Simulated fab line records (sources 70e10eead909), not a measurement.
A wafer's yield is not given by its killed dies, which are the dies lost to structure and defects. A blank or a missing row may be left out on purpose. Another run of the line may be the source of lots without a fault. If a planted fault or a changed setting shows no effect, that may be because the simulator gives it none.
Chamber matching + flow nand-harc + NHARC_A_M0_ETCH_34 on rie-diel-11 has 4 sister chambers
The step etches the open film in N2/H2, target depth 40 nm, overetch 12 nm, time 43.94 s. 22 wafers are shown with their chamber, then 11 later ones without.

EACH WAFER AND ITS CHAMBER
| wafer  | chamber | showerhead-plenum-p-Torr (Torr) | rf-vpp-V (V) | oes-product-au (a.u.) |
|--------|---------|---------------------------------|--------------|-----------------------|
| L074.3 | 1       | 2.16                            | 434.7        | 1.008                 |
| L074.4 | 2       | 1.99                            | 429.1        | 0.992                 |
| L074.5 | 3       | 1.92                            | 426.6        | 0.978                 |
| L075.1 | 2       | 1.99                            | 428.7        | 1.005                 |
| L075.2 | 0       | 2.00                            | 430.6        | 0.997                 |
| L075.5 | 0       | 2.00                            | 427.6        | 1.000                 |
| L079.4 | 1       | 2.16                            | 434.6        | 1.014                 |
| L079.5 | 3       | 1.92                            | 426.7        | 0.995                 |
| L079.6 | 0       | 2.00                            | 430.0        | 1.008                 |
| L081.1 | 1       | 2.16                            | 433.0        | 1.006                 |
| L081.4 | 2       | 1.99                            | 428.1        | 1.007                 |
| L081.5 | 0       | 2.00                            | 430.1        | 1.008                 |
| L082.1 | 0       | 2.00                            | 429.3        | 0.994                 |
| L082.2 | 2       | 1.99                            | 429.4        | 1.001                 |
| L082.3 | 1       | 2.16                            | 433.9        | 1.008                 |
| L084.1 | 2       | 1.98                            | 428.9        | 0.988                 |
| L084.2 | 1       | 2.16                            | 433.1        | 1.003                 |
| L084.5 | 2       | 1.98                            | 428.9        | 0.998                 |
| L085.2 | 1       | 2.16                            | 434.6        | 0.996                 |
| L085.3 | 2       | 1.98                            | 429.3        | 0.985                 |
| L085.6 | 3       | 1.92                            | 425.9        | 0.981                 |
| L088.4 | 3       | 1.92                            | 426.6        | 0.999                 |

SIGNATURES, as means of the wafers listed above
| reading                  | chamber 0 | chamber 1 | chamber 2 | chamber 3 | scatter within a chamber |
|--------------------------|-----------|-----------|-----------|-----------|--------------------------|
| showerhead-plenum-p-Torr | 2.0000    | 2.1600    | 1.9857    | 1.9200    | 0.00309                  |
| rf-vpp-V                 | 429.520   | 433.983   | 428.914   | 426.450   | 0.747                    |
| oes-product-au           | 1.00140   | 1.00583   | 0.99657   | 0.98825   | 0.00779                  |
Rule: for each reading, subtract the chamber's mean from the wafer's reading, divide by that reading's scatter and square the result; add these up over the readings and take the root, which gives the wafer's distance from the chamber. The wafer belongs to the nearest chamber; if the next one is less than 2 further off, it can't be placed. How the scatter is found: for the shown wafers, subtract from each reading the mean of its chamber, square and add these, divide the total by (wafers less chambers), then take the root.

WAFERS MISSING THEIR CHAMBER
| wafer  | showerhead-plenum-p-Torr (Torr) | rf-vpp-V (V) | oes-product-au (a.u.) |
|--------|---------------------------------|--------------|-----------------------|
| L088.5 | 2.00                            | 428.9        | 0.990                 |
| L088.6 | 1.92                            | 427.8        | 1.002                 |
| L091.1 | 1.99                            | 429.3        | 0.995                 |
| L091.4 | 1.92                            | 426.0        | 0.988                 |
| L091.5 | 2.15                            | 433.2        | 0.988                 |
| L094.3 | 1.98                            | 429.5        | 0.990                 |
| L094.5 | 1.99                            | 428.8        | 1.000                 |
| L094.6 | 1.92                            | 427.1        | 0.989                 |
| L096.1 | 1.92                            | 427.3        | 0.998                 |
| L096.2 | 1.98                            | 428.9        | 1.006                 |
| L096.5 | 1.91                            | 426.4        | 0.998                 |

EACH ONE'S CHAMBER
| wafer  | from the rows above     | in truth |
|--------|-------------------------|----------|
| L088.5 | 0                       | 0        |
| L088.6 | 3                       | 3        |
| L091.1 | can't be placed: 2 or 0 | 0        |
| L091.4 | 3                       | 3        |
| L091.5 | 1                       | 1        |
| L094.3 | 2                       | 2        |
| L094.5 | can't be placed: 2 or 0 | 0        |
| L094.6 | 3                       | 3        |
| L096.1 | 3                       | 3        |
| L096.2 | 2                       | 2        |
| L096.5 | 3                       | 3        |
Placed correctly: 9 of 11. Unplaceable from these rows: 2, with the true chamber sitting among the candidates in 2. 0 placed wrongly.
